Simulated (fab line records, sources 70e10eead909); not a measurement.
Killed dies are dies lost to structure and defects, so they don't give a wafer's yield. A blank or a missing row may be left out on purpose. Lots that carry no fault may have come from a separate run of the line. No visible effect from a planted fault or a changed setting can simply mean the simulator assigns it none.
Problem report in the 8D (eight disciplines) form, filled by code	flow nand_harc	the parts of the form that need people (team, actions taken, sign-off) are left out

1. WHAT WENT WRONG
cd_nm at NHARC_A_M0_CD_MEAS_09 reads a mean of 85.7 nm on 2 wafers of 2 lots; wafers without a fault read 80.2 nm with a standard deviation of 0.65. Measured from the usual mean, that is +8.4 standard deviations.
The step: target cd 80 nm.
Earliest sighting: wafer L182.6 on cd_sem-02 at day 29 06:25. The record has a number at this step for 32 wafers belonging to 11 lots. Rule for "out" (also "out of limits"): further than 4 standard deviations from the usual mean. The rest of the wafers with a number are treated as sound.

2. WHAT IT IS; WHAT IT IS NOT
question	is	is not
which readings at this step	cd_nm	-
which lots	L182, L184	L165, L166, L170, L171, L173, L174, L185, L187, L188
which wafers of those lots	L182.6, L184.5	L182.2, L182.3, L184.3
read on which gauges	cd_sem-01, cd_sem-02	cd_sem-03
when	from day 29 06:25	up to then (20 sound wafers); but 10 sound wafers of L184, L185, L187, L188 came after

3. WHAT RULES OUT EACH SUSPECT
Counting: any tool at a process step up to the reading remains a suspect provided it ran every lot that is out. Sound lots after the first of them don't rule it out here, since some wafers of a struck lot are sound.
- ruled out: the gauge at NHARC_A_M0_CD_MEAS_09. Those wafers that are out were read across 2 gauges (cd_sem-01, cd_sem-02).
- cvd_w-02 at NHARC_A_BLC_CVD_24 (deposits W, target thk 150 nm, time 434 s): kept. It processed each lot that is out (first: L182, day 29 06:20); up to then, its last sound lot is L173 (day 25 20:47). NHARC_A_BLC_CVD_24: start missing for some lots; hours and lot order therefore follow NHARC_A_M0_PEB_07.
- litho_track-04 at NHARC_A_M0_PEB_07 (peb time 65 s): kept. It processed each lot that is out (first: L182, day 29 06:20); up to then, its last sound lot is L171 (day 25 04:19).
After counting, cvd_w-02 at NHARC_A_BLC_CVD_24 and litho_track-04 at NHARC_A_M0_PEB_07 remain.

4. THE CAUSE (what the simulator had put in)
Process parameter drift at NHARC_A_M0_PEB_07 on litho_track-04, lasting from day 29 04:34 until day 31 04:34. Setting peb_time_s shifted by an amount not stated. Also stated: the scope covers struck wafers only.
Counting left 2 suspects, and this tool is among them.

5. THE CHAIN OF EFFECTS, in route order
One row per reading whose mean, taken over the struck wafers that have a number, lies over 3 standard deviations from the usual. Scope: only readings with a usual standard deviation given in the record; hours: median across lots of the time from each lot's start at the first step in this table that gives one to its start at this step; sigmas: change in usual standard deviations.
hours	step	reading	usual	on struck wafers	change	sigmas
0	NHARC_A_M0_CD_MEAS_09	cd_nm	80.2 nm	85.7	+5.5	+8.4
1	NHARC_A_M0_CD_MEAS_16	cd_nm	80.0 nm	85.0	+5.0	+5.5

6. WHAT WOULD HAVE CAUGHT IT SOONER
Counted from the fault's start at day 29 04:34, it took 2 hours until the first out-of-limits reading at a measuring or inspecting step in this record, taken at day 29 06:25.
No tool reading at NHARC_A_M0_PEB_07 that has a usual standard deviation in the record was out on any struck wafer, so an alarm limit of 4 standard deviations on those readings would not have fired.
Lots out: 2; of these, L184 started NHARC_A_M0_PEB_07 on litho_track-04 after day 29 06:25. Had the tool been put on hold then, it would have been spared.
